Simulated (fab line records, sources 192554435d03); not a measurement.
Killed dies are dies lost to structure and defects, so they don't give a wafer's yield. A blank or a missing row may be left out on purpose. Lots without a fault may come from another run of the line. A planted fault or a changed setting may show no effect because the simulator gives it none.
A struck lot beside a sound one | flow n5_finfet | 39 steps out of a route of 1938
Sound: wafers L793.1, L793.2, L793.4. Struck: wafers L806.3, L806.4, L806.6. The cause comes at the end.
At each step with rows: each side's tool, then ch and its chambers, then its first start. Under that, the readings that differ: sound wafers | struck wafers | difference of the means | sigmas: that difference in standard deviations of wafers without a fault.
alike: readings whose means differ by less than 2 such deviations, and words and numbers that are the same on both sides. not compared: withheld readings, readings that some wafer has no value for, bounds like >300 that may hide the same value, and numbers for which the record gives no deviation and whose values overlap.
The two part at a step that has a row with sigmas, a row that says differs or no value, or rows on one side only. Numbers that don't overlap but have no deviation are shown without sigmas and don't part them. A reading that every wafer of one side lacks parts them only if that side has two wafers or more.

first, 9 steps without rows for these wafers: N5_BEOL_M0_SAQP_STRIP_75 (strips in CF4); N5_BEOL_M0_CUTY_COAT_50 (time 60 s, resist thk 15 nm); N5_BEOL_M0_CUTY_COAT_51 (resist thk 150 nm); N5_BEOL_M0_CUTY_EBR_52; N5_BEOL_M0_CUTY_SOFTBAKE_53 (time 60 s); N5_BEOL_M0_CUTY_EXPOSE_54 (exposes mask M0 ABLK); N5_BEOL_M0_CUTY_PEB_55 (peb time 60 s); N5_BEOL_M0_CUTY_DEVELOP_56 (develop time 30 s); N5_BEOL_M0_CUTY_DESCUM_61 (chemistry O2, time 7.9 s).
N5_BEOL_M0_CUTY_ETCH_62: etches SiARC in CF4, time 58.5 s.
  sound on rie_diel-02 ch 1,2,3, day 7 15:23; struck on rie_diel-05 ch 0,3, day 10 22:08
  alike: drypump_motor_current_A, etch_rf_on_time_s, oes_product_au, rf_vpp_V, showerhead_plenum_p_Torr, throttle_valve_pct
  not compared: rf_hours_counter_h
then, 28 steps without rows for these wafers: N5_BEOL_M0_CUTY_ETCH_63 (etches SOC in N2/H2, target depth 82.7 nm, overetch 16.5 nm, time 124 s); N5_BEOL_M0_CUTY_STRIP_64 (strips in N2/H2); N5_BEOL_M0_ETCH_138 (etches SiCN in CH3F/O2, target depth 12 nm, time 31.6 s); N5_BEOL_M0_HM_OPEN_105 (chemistry Cl2/BCl3, target TiN, target depth 12 nm); N5_BEOL_M0_STRIP_140 (strips in CF4); N5_BEOL_M0_STRIP_104 (strips in N2/H2); N5_BEOL_M0_WET_ETCH_106 (etches SiO2 in DHF, target depth 130 nm, rinse time 30 s); N5_BEOL_M0_ETCH_128 (etches SiCN in CF4/N2, target depth 12 nm, overetch 5.1 nm, time 21.4 s); N5_BEOL_M0_TRENCH_ETCH_107 (etches SiOC in C4F6/O2, target depth 32.8 nm, time 16.4 s); N5_BEOL_M0_STRIP_142 (strips in N2/H2, time 10 s); N5_BEOL_M0_HM_STRIP_129 (strips TiN in peroxide tin strip, target depth 17 nm, time 108 s); N5_BEOL_M0_SRD_130 (time 30 s); N5_BEOL_M0_ETCH_109 (etches SiCN in CH3F/O2, target depth 8 nm, overetch 2.4 nm, time 27.4 s); N5_BEOL_M0_STRIP_139 (strips in post etch residue remover, time 60 s); N5_BEOL_M0_SRD_111 (time 30 s); N5_BEOL_M0_DEGAS_112 (time 60 s); N5_BEOL_M0_PRE_CLEAN_113 (time 30 s); N5_BEOL_M0_ALD_136 (deposits TaN, pulse time 2 s, purge time 3 s, co reactant purge time 2 s); N5_BEOL_M0_SURFACE_TREAT_137; N5_BEOL_M0_CVD_115 (deposits Co from CCTBA/H2, time 120 s); N5_BEOL_M0_SPUTTER_116 (material Cu, target thk 4 nm, time 7.37 s); N5_BEOL_M0_ANNEAL_117 (time 60 s); N5_BEOL_M0_SPUTTER_132 (material Cu, target thk 4 nm, time 7.37 s); N5_BEOL_M0_ANNEAL_133 (time 60 s); N5_BEOL_M0_SPUTTER_134 (material Cu, target thk 4 nm, time 7.37 s); N5_BEOL_M0_ANNEAL_135 (time 60 s); N5_BEOL_M0_SPUTTER_141 (material Cu, target thk 4 nm, time 7.37 s); N5_BEOL_M0_ECD_118 (material Cu, target thk 300 nm).
-- the record jumps here: 8 days lie between the struck wafers' starts before and after (it left off in module BEOL_M0 and takes up again in module PASSIVATION, whose first step shown is number 1936 of the route) --
N5_PASSIVATION_PROBE_49:
  sound on prober-01, day 15 20:47; struck on prober-02, day 19 06:38
  reading                  | sound          | struck         | difference | sigmas
  defect_limited_yield (%) | 92.5 91.6 92.4 | 89.1 86.4 86.6 | -4.8       | -3
  killed_at_M0_to_M3       | 23 29 25       | 95 103 116     | +79        | +8
  killed_dies              | 89 99 90       | 129 161 158    | +57        | +3
  sort_bin_5_function (%)  | 3.9 4.7 4.2    | 5.9 8.7 8.1    | +3.3       | +4
  sort_n_pass              | 1091 1081 1090 | 1051 1019 1022 | -57        | -3
  sort_yield_pct (%)       | 92.5 91.6 92.4 | 89.1 86.4 86.6 | -4.8       | -3
  alike: killed_at_M4_up, killed_at_contacts, killed_at_front_end, killed_at_other, killed_open, killed_short, sort_bin_6_memory

WHERE THEY PART
Only at N5_PASSIVATION_PROBE_49, within this record.

WHY: what the simulator had put in
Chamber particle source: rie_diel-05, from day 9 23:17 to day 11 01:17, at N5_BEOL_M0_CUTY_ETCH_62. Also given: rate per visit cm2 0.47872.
